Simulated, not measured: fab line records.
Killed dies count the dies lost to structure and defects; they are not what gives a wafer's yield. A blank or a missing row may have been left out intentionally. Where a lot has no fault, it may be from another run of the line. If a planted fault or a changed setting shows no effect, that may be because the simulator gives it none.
fab line records + flow nandHarc
record
- lots=13
- wafers=37
- lastDay=33
route steps=1302 shown A_SLIT@937 A_WL_FILL@953 A_CONTACT@985
lots untouched by any fault: they come from a run of this same line in which no faults occurred
startH: start of the lot's first displayed wafer, in hours after the record's first day + waitH: hours elapsed since this lot's preceding step + " as in the row above + L1.1+2: several wafers, shown together as one row + - value missing, or start not given + * or withheld: withheld + < > ~ a bound
route shown NAME@n: NAME is a module with steps in the file, n the number in the route of the first one + usual: the fault-free wafers' mean and standard deviation + same: alike in all rows + chamber/n: place in a boat + sites: per-site readings + _std_site: the standard deviation of these + _edge_site: inner sites' mean taken away from outer sites' mean + radiusMm: for every site, how far away it sits from the centre of the wafer + mask NAME#n: copy n + behind: the last tool/chamber to shape the wafer + hold: why the lot was held/for how many hours/how that ended + device: which transistor (n, p or np) failed to switch + end of line: tests run on the same wafers once the route is complete + where a step has no rows: the recipe by itself + killed: not the wafer's yield, but the dies lost to structure and defects at the first sort + map: dies across one wafer; x = killed, . = not, _ = none there
set.NAME: setting as actually run; set.NAME@STEP: the setting as run at that earlier step + model.NAME: the simulator's own value behind a step, which no gauge read
steps of the route over a sample of lots; a table a step, a row a wafer
services: the hour from which a tool's chamber was out of use, counted from the record's first day as startH (under 0 if before that day), plus the number of hours and why
## steps
# step NHARC_A_SLIT_ETCH_24
# recipe
- targetDepthA=1210
- timeS=60.5
- cf4FlowSccm=100
- chf3FlowSccm=30
- arFlowSccm=0
- rfW=500
- biasW=200
- chemistry=CF4/CHF3
# usual
- drypumpMotorCurrentA=5.9/0.44
- oesProductAu=0.959/0.017
- rfVppV=371.3/2
- showerheadPlenumPTorr=1.60/0.052
- throttleValvePct=16.801/0.0092
| lot.wafer | tool       | chamber | startH | waitH | drypumpMotorCurrentA | oesProductAu | rfHoursCounterH | rfVppV | showerheadPlenumPTorr | throttleValvePct |
|-----------|------------|---------|--------|-------|----------------------|--------------|-----------------|--------|-----------------------|------------------|
| L429.2    | rieDiel-06 | 1       | 429.69 | 0.7   | 5.4                  | 0.966        | 7.2             | 373.3  | 1.63                  | 16.797           |
| L429.3    | "          | 2       | "      | "     | 6.4                  | 0.952        | 7.6             | 374.5  | 1.68                  | 16.809           |
| L429.1    | "          | 3       | "      | "     | 5.6                  | 0.930        | 7.9             | 372.2  | 1.60                  | 16.804           |
| L430.1    | rieDiel-06 | 2       | 444.24 | 0.1   | 6.4                  | 0.948        | 9.8             | 374.5  | 1.68                  | 16.788           |
| L430.3    | "          | 0       | "      | "     | 5.8                  | 0.941        | 7.8             | 370.0  | 1.57                  | 16.801           |
| L430.5    | "          | 0       | "      | "     | 5.8                  | 0.943        | -               | 371.2  | 1.57                  | 16.803           |
| L431.3    | rieDiel-10 | 3       | 444.39 | 0.1   | 5.7                  | 0.978        | 1.4             | 373.2  | 1.68                  | 16.784           |
| L431.6    | "          | 1       | "      | "     | 5.0                  | 0.970        | -               | 370.2  | 1.56                  | 16.802           |
| L431.5    | "          | 2       | "      | "     | 6.1                  | 0.978        | -               | 368.4  | 1.51                  | 16.803           |
| L428.3    | rieDiel-12 | 0       | 444.54 | 0.1   | 6.7                  | 0.965        | 0.6             | 369.6  | 1.54                  | 16.819           |
| L428.4    | "          | 1       | "      | "     | 5.6                  | 0.952        | 0.9             | 369.3  | 1.53                  | 16.794           |
| L428.5    | "          | 3       | "      | "     | 6.3                  | 0.969        | -               | 371.0  | 1.59                  | 16.813           |
| L434.3    | rieDiel-12 | 1       | 477.36 | 0.1   | 5.7                  | 0.987        | 3.0             | 368.9  | 1.53                  | 16.818           |
| L434.5    | "          | 3       | "      | "     | 6.3                  | 0.969        | -               | 371.6  | 1.59                  | 16.791           |
| L434.6    | "          | 0       | "      | "     | 6.7                  | 0.975        | -               | 370.1  | 1.54                  | 16.808           |
| L433.3    | rieDiel-06 | 2       | 478.04 | 0.1   | 6.4                  | 0.965        | 0.2             | 374.4  | 1.68                  | 16.823           |
| L433.1    | "          | 3       | "      | "     | 5.6                  | 0.956        | 0.1             | 370.5  | 1.60                  | 16.816           |
| L433.6    | "          | 1       | "      | "     | 5.4                  | 0.984        | -               | 371.3  | 1.63                  | 16.809           |
| L437.2    | rieDiel-10 | 0       | 523.73 | 0.7   | 6.2                  | 0.970        | 6.7             | 373.8  | 1.65                  | 16.805           |
| L437.1    | "          | 3       | "      | "     | 5.7                  | 0.937        | 7.0             | 374.4  | 1.68                  | 16.810           |
| L437.6    | "          | 1       | "      | "     | 5.0                  | 0.958        | -               | 368.6  | 1.56                  | 16.800           |
| L440.1    | rieDiel-12 | 1       | 530.91 | 0.1   | 5.6                  | 0.971        | 5.6             | 369.7  | 1.53                  | 16.817           |
| L440.2    | "          | 3       | "      | "     | 6.3                  | 0.963        | 5.2             | 369.8  | 1.59                  | 16.809           |
| L442.2    | rieDiel-06 | 2       | 565.53 | 0.1   | 6.4                  | 0.964        | 4.1             | 374.5  | 1.68                  | 16.796           |
| L442.5    | "          | 1       | "      | "     | 5.4                  | 0.963        | -               | 373.3  | 1.63                  | 16.796           |
| L449.2    | rieDiel-10 | 3       | 632.36 | 0.1   | 5.7                  | 0.933        | 3.0             | 373.2  | 1.68                  | 16.797           |
| L449.3    | "          | 1       | "      | "     | 5.0                  | 0.919        | 3.6             | 369.9  | 1.56                  | 16.794           |
| L449.6    | "          | 3       | "      | "     | 5.7                  | 0.934        | -               | 372.9  | 1.68                  | 16.818           |
| L448.1    | rieDiel-12 | 2       | 636.45 | 0.1   | 5.8                  | 0.926        | 0.0             | 371.6  | 1.61                  | 16.806           |
| L448.2    | "          | 3       | "      | "     | 6.3                  | 0.941        | 1.3             | 370.2  | 1.59                  | 16.797           |
| L448.6    | "          | 2       | "      | "     | 5.8                  | 0.931        | -               | 371.3  | 1.61                  | 16.783           |
| L451.3    | rieDiel-12 | 2       | 657.73 | 0.1   | 5.8                  | 0.947        | 1.4             | 371.2  | 1.61                  | 16.805           |
| L451.1    | "          | 1       | "      | "     | 5.6                  | 0.927        | 2.7             | 369.5  | 1.53                  | 16.816           |
| L451.6    | "          | 2       | "      | "     | 5.8                  | 0.953        | -               | 373.0  | 1.61                  | 16.792           |
| L450.4    | rieDiel-06 | 1       | 659.85 | 0.1   | 5.4                  | 0.990        | 0.7             | 373.2  | 1.62                  | 16.796           |
| L450.1    | "          | 2       | "      | "     | 6.4                  | 0.968        | 0.7             | 374.7  | 1.68                  | 16.801           |
| L450.3    | "          | 3       | "      | "     | 5.6                  | 0.956        | 1.1             | 370.5  | 1.60                  | 16.803           |
# step NHARC_A_WL_FILL_RTA_01
# recipe
- tempC=1000
- timeS=5
# usual
- lampPowerPct=27.9/0.42
- lamp_zone_2_pct=27.9/0.42
- wafer_temp_C_max=1003.7/0.98
| lot.wafer | tool         | chamber | startH | waitH | lampPowerPct | lamp_zone_2_pct | wafer_temp_C_max |
|-----------|--------------|---------|--------|-------|--------------|-----------------|------------------|
| L429.1    | rtpAnneal-01 | 0       | 445.98 | -     | 28.1         | 28.2            | 1002.6           |
| L429.2    | "            | 0       | "      | "     | 28.2         | 28.2            | 1003.6           |
| L429.3    | "            | 0       | "      | "     | 28.2         | 28.2            | 1003.0           |
| L431.3    | rtpAnneal-01 | 0       | 457.83 | -     | 28.2         | 28.3            | 1002.6           |
| L431.5    | "            | 0       | "      | "     | 28.2         | 28.2            | 1004.3           |
| L431.6    | "            | 0       | "      | "     | 28.2         | 28.2            | 1003.7           |
| L430.1    | rtpAnneal-02 | 0       | 457.96 | -     | 27.3         | 27.3            | 1004.1           |
| L430.3    | "            | 0       | "      | "     | 27.3         | 27.3            | 1004.5           |
| L430.5    | "            | 0       | "      | "     | 27.3         | 27.3            | 1004.0           |
| L428.3    | rtpAnneal-01 | 0       | 461.47 | -     | 28.2         | 28.2            | 1004.1           |
| L428.4    | "            | 0       | "      | "     | 28.2         | 28.2            | 1003.1           |
| L428.5    | "            | 0       | "      | "     | 28.2         | 28.1            | 1004.7           |
| L434.3    | rtpAnneal-02 | 0       | 490.74 | -     | 27.3         | 27.3            | 1004.5           |
| L434.5    | "            | 0       | "      | "     | 27.4         | 27.3            | 1005.4           |
| L434.6    | "            | 0       | "      | "     | 27.3         | 27.3            | 1006.3           |
| L433.1    | rtpAnneal-01 | 0       | 494.39 | -     | 28.2         | 28.2            | 1003.1           |
| L433.3    | "            | 0       | "      | "     | 28.2         | 28.2            | 1003.1           |
| L433.6    | "            | 0       | "      | "     | 28.2         | 28.2            | 1004.5           |
| L437.1    | rtpAnneal-01 | 0       | 536.14 | -     | 28.2         | 28.2            | 1003.0           |
| L437.2    | "            | 0       | "      | "     | 28.2         | 28.2            | 1002.3           |
| L437.6    | "            | 0       | "      | "     | 28.2         | 28.2            | 1003.7           |
| L440.1    | rtpAnneal-01 | 0       | 544.96 | -     | 28.2         | 28.2            | 1003.2           |
| L440.2    | "            | 0       | "      | "     | 28.2         | 28.2            | 1002.6           |
| L442.2    | rtpAnneal-02 | 0       | 578.82 | -     | 27.4         | 27.4            | 1004.9           |
| L442.5    | "            | 0       | "      | "     | 27.4         | 27.3            | 1004.1           |
| L449.2    | rtpAnneal-01 | 0       | 645.75 | -     | 28.2         | 28.2            | 1002.6           |
| L449.3    | "            | 0       | "      | "     | 28.2         | 28.2            | 1003.6           |
| L449.6    | "            | 0       | "      | "     | 28.2         | 28.2            | 1003.8           |
| L448.1    | rtpAnneal-02 | 0       | 650.04 | 0.3   | 27.3         | 27.4            | 1003.4           |
| L448.2    | "            | 0       | "      | "     | 27.3         | 27.4            | 1004.8           |
| L448.6    | "            | 0       | "      | "     | 27.4         | 27.3            | 1005.7           |
| L451.1    | rtpAnneal-01 | 0       | 671.68 | -     | 28.2         | 28.2            | 1004.8           |
| L451.3    | "            | 0       | "      | "     | 28.2         | 28.1            | 1004.8           |
| L451.6    | "            | 0       | "      | "     | 28.2         | 28.1            | 1004.3           |
| L450.1    | rtpAnneal-01 | 0       | 675.44 | -     | 28.2         | 28.1            | 1003.5           |
| L450.3    | "            | 0       | "      | "     | 28.2         | 28.2            | 1002.2           |
| L450.4    | "            | 0       | "      | "     | 28.2         | 28.2            | 1003.6           |
# step NHARC_A_WL_FILL_ETCHBACK_26
# recipe
- targetDepthA=520
- timeS=13.3
- hbrFlowSccm=150
- rfW=350
- icpW=350
- biasW=60
- chemistry=HBr
# usual
- drypumpMotorCurrentA=5.5/0.38
- oesProductAu=1.001/0.0063
- runLengthS=34.4/0.39
- throttleValvePct=23.267/0.0097
| lot.wafer | tool     | chamber | startH | waitH | drypumpMotorCurrentA | oesProductAu | rfHoursCounterH | runLengthS | throttleValvePct |
|-----------|----------|---------|--------|-------|----------------------|--------------|-----------------|------------|------------------|
| L429.3    | rieSi-04 | 2       | 464.02 | 0.4   | 5.0                  | 1.011        | 1.0             | 34.2       | 23.252           |
| L429.1    | "        | 3       | "      | "     | 5.6                  | 1.001        | 0.9             | 34.1       | 23.277           |
| L429.2    | "        | 0       | "      | "     | 5.3                  | 1.002        | 1.0             | 33.7       | 23.269           |
| L430.1    | rieSi-04 | 3       | 474.50 | 0.4   | 5.6                  | 1.009        | 1.0             | 34.3       | 23.267           |
| L430.3    | "        | 1       | "      | "     | 5.8                  | 1.003        | 1.1             | 34.3       | 23.256           |
| L430.5    | "        | 3       | "      | "     | 5.6                  | 1.003        | -               | 34.6       | 23.258           |
| L431.3    | rieSi-03 | 1       | 474.53 | 0.4   | 5.5                  | 0.998        | 0.6             | 34.4       | 23.263           |
| L431.5    | "        | 3       | "      | "     | 6.0                  | 0.999        | -               | 34.3       | 23.262           |
| L431.6    | "        | 0       | "      | "     | 6.4                  | 1.001        | -               | 33.9       | 23.268           |
| L428.4    | rieSi-03 | 1       | 477.75 | 0.4   | 5.5                  | 1.008        | 0.6             | 34.5       | 23.256           |
| L428.3    | "        | 3       | "      | "     | 6.0                  | 0.998        | 0.7             | 34.5       | 23.255           |
| L428.5    | "        | 1       | "      | "     | 5.5                  | 1.001        | -               | 34.8       | 23.280           |
| L434.3    | rieSi-03 | 0       | 507.94 | 0.4   | 6.3                  | 0.997        | 0.9             | 34.1       | 23.256           |
| L434.5    | "        | 1       | "      | "     | 5.6                  | 1.013        | -               | 34.1       | 23.273           |
| L434.6    | "        | 2       | "      | "     | 5.5                  | 1.000        | -               | 35.1       | 23.261           |
| L433.3    | rieSi-01 | 2       | 511.57 | 0.4   | 5.1                  | 1.002        | 0.9             | 34.8       | 23.280           |
| L433.1    | "        | 1       | "      | "     | 4.9                  | 0.996        | 0.9             | 34.6       | 23.282           |
| L433.6    | "        | 2       | "      | "     | 5.1                  | 0.998        | -               | 34.8       | 23.268           |
| L437.1    | rieSi-01 | 2       | 554.42 | 0.4   | 5.1                  | 1.002        | 0.2             | 34.5       | 23.270           |
| L437.2    | "        | 1       | "      | "     | 4.9                  | 1.007        | 0.2             | 35.1       | 23.271           |
| L437.6    | "        | 3       | "      | "     | 5.3                  | 1.006        | -               | 34.4       | 23.255           |
| L440.2    | rieSi-01 | 3       | 563.44 | 0.4   | 5.3                  | 0.998        | 0.2             | 34.2       | 23.264           |
| L440.1    | "        | 1       | "      | "     | 4.9                  | 1.014        | 0.3             | 30.4       | 23.244           |
| L442.2    | rieSi-01 | 0       | 595.68 | 0.4   | 5.7                  | 0.991        | 0.4             | 33.9       | 23.264           |
| L442.5    | "        | 0       | "      | "     | 5.8                  | 1.001        | -               | 29.7       | 23.289           |
| L449.2    | rieSi-01 | 2       | 665.75 | 0.4   | 5.1                  | 0.999        | 0.9             | 34.9       | 23.271           |
| L449.3    | "        | 3       | "      | "     | 5.3                  | 1.004        | 0.8             | 34.6       | 23.267           |
| L449.6    | "        | 3       | "      | "     | 5.2                  | 0.997        | -               | 34.4       | 23.276           |
| L448.2    | rieSi-04 | 2       | 665.76 | 0.4   | 5.0                  | 1.009        | 1.0             | 34.1       | 23.256           |
| L448.1    | "        | 0       | "      | "     | 5.3                  | 1.007        | 1.0             | 34.1       | 23.267           |
| L448.6    | "        | 2       | "      | "     | 5.0                  | 0.995        | -               | 34.0       | 23.272           |
| L451.3    | rieSi-04 | 0       | 688.34 | 0.4   | 5.3                  | 1.003        | 0.1             | 33.7       | 23.274           |
| L451.1    | "        | 1       | "      | "     | 5.8                  | 0.995        | 0.0             | 34.5       | 23.266           |
| L451.6    | "        | 2       | "      | "     | 5.0                  | 1.007        | -               | 34.2       | 23.253           |
| L450.3    | rieSi-04 | 3       | 692.02 | 0.4   | 5.7                  | 1.000        | 0.1             | 34.0       | 23.269           |
| L450.4    | "        | 0       | "      | "     | 5.3                  | 1.001        | 0.1             | 33.9       | 23.277           |
| L450.1    | "        | 1       | "      | "     | 5.8                  | 0.984        | 0.1             | 34.4       | 23.272           |
# step NHARC_A_CONTACT_DEP_28
# recipe
- targetThkA=70000
- tempC=400
- material=aC
# usual
- throttleValvePct=35.001/0.0096
| lot.wafer | tool      | chamber | startH | waitH | throttleValvePct |
|-----------|-----------|---------|--------|-------|------------------|
| L429.1    | aclDep-02 | 0       | 466.52 | 0.8   | 34.994           |
| L429.2    | "         | 0       | "      | "     | 34.997           |
| L429.3    | "         | 0       | "      | "     | 35.011           |
| L430.1    | aclDep-02 | 0       | 478.29 | 2.1   | 34.998           |
| L430.3    | "         | 0       | 479.70 | 3.5   | 35.003           |
| L430.5    | "         | 0       | 481.11 | 4.9   | 34.989           |
| L431.3    | aclDep-01 | 0       | 480.33 | 4.1   | 34.999           |
| L431.5    | "         | 0       | 481.73 | 5.5   | 35.012           |
| L431.6    | "         | 0       | "      | "     | 34.989           |
| L428.3    | aclDep-01 | 0       | 484.54 | 5.0   | 35.013           |
| L428.4    | "         | 0       | "      | "     | 35.002           |
| L428.5    | "         | 0       | "      | "     | 35.005           |
| L434.3    | aclDep-03 | 0       | 511.19 | 1.5   | 35.011           |
| L434.5    | "         | 0       | 512.59 | 2.9   | 35.009           |
| L434.6    | "         | 0       | "      | "     | 34.995           |
| L433.1    | aclDep-03 | 0       | 513.99 | 0.7   | 35.009           |
| L433.3    | "         | 0       | 515.44 | 2.1   | 35.002           |
| L433.6    | "         | 0       | 517.60 | 4.3   | 35.022           |
| L437.1    | aclDep-03 | 0       | 556.77 | 0.6   | 35.004           |
| L437.2    | "         | 0       | "      | "     | 35.008           |
| L437.6    | "         | 0       | 560.25 | 4.1   | 34.998           |
| L440.1    | aclDep-02 | 0       | 570.11 | 4.9   | 35.008           |
| L440.2    | "         | 0       | "      | "     | 35.012           |
| L442.2    | aclDep-01 | 0       | 599.63 | 2.2   | 35.005           |
| L442.5    | "         | 0       | 601.75 | 4.3   | 35.004           |
| L448.1    | aclDep-02 | 0       | 668.22 | 0.6   | 35.013           |
| L448.2    | "         | 0       | "      | "     | 35.015           |
| L448.6    | "         | 0       | 671.80 | 4.2   | 35.003           |
| L449.2    | aclDep-03 | 0       | 668.24 | 0.8   | 34.992           |
| L449.3    | "         | 0       | "      | "     | 35.005           |
| L449.6    | "         | 0       | 671.06 | 3.6   | 34.990           |
| L451.1    | aclDep-03 | 0       | 690.82 | 0.7   | 34.996           |
| L451.3    | "         | 0       | 692.23 | 2.1   | 35.008           |
| L451.6    | "         | 0       | 694.35 | 4.2   | 34.988           |
| L450.1    | aclDep-03 | 0       | 695.70 | 1.9   | 34.997           |
| L450.3    | "         | 0       | 697.11 | 3.3   | 34.992           |
| L450.4    | "         | 0       | "      | "     | 35.012           |
## services
| tool       | chamber | startH | hours | kind   |
|------------|---------|--------|-------|--------|
| rieDiel-12 | -       | 421.40 | 9.0   | pm     |
| rieDiel-06 | 3       | 424.03 | 4.1   | repair |
| rieDiel-06 | 1       | 438.22 | 7.9   | repair |
| aclDep-03  | -       | 457.84 | 13.0  | pm     |
| rieDiel-06 | -       | 460.23 | 9.0   | pm     |
| rieDiel-12 | -       | 478.98 | 0.1   | repair |
| rieDiel-12 | 3       | 479.97 | 5.8   | repair |
| rieSi-04   | -       | 495.00 | 9.0   | pm     |
| rieDiel-06 | -       | 508.91 | 0.5   | repair |
| rieSi-01   | -       | 523.00 | 9.0   | pm     |
| rieSi-04   | 0       | 532.52 | 5.4   | repair |
| rieDiel-06 | 1       | 535.57 | 6.8   | repair |
| rieSi-01   | -       | 559.92 | 0.2   | repair |
| rieDiel-06 | 0       | 585.90 | 14.8  | repair |
| rieDiel-06 | 2       | 585.93 | 2.6   | repair |
| rieDiel-06 | 3       | 588.93 | 5.8   | repair |
| rieDiel-12 | -       | 598.40 | 9.0   | pm     |
| rieDiel-12 | 0       | 631.91 | 5.4   | repair |
| rieDiel-06 | -       | 637.23 | 9.0   | pm     |
| aclDep-03  | -       | 639.23 | 13.0  | pm     |
| rieDiel-12 | 1       | 665.61 | 1.8   | repair |
| rieSi-04   | -       | 672.00 | 9.0   | pm     |
| rieDiel-06 | 2       | 685.64 | 4.8   | repair |
| rieDiel-06 | 1       | 696.47 | 6.1   | repair |
## key
firstSign
- step=NHARC_A_WL_FILL_ETCHBACK_26
- reading=runLengthS
- direction=down
- sigmas=11
- usual=*
- struck=*
effect none on later readings
metAt NHARC_A_WL_FILL_ETCHBACK_26
struckLots L440,L442
struckWafers L440.1,L442.5
sortLeftOut L440.1
testerLeftOut L440,L442
notActingAt NHARC_A_SLIT_ETCH_24,NHARC_A_WL_FILL_RTA_01,NHARC_A_CONTACT_DEP_28
onsetBetween 554.42 563.44
fault
- kind=processParameterDrift
- tool=rieSi-01
- chamber=-
- onsetH=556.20
- steps=NHARC_A_WL_FILL_ETCHBACK_26
- channel=timeS
- offset=*
- shape=step
- endH=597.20
- scope=struckWafersOnly
- actsIn=*
- stated=*
# testerLeftOut: of these lots the tester's yield and bins aren't shown, on N5 and GAA mostly nor the transistor test; their killed dies are dies lost to structure and defects alone, not to doping, threshold or leakage, so they don't give the yield
# sortLeftOut: the simulated sort isn't trusted on such a fault, so these wafers' sort isn't shown, and their yield isn't known
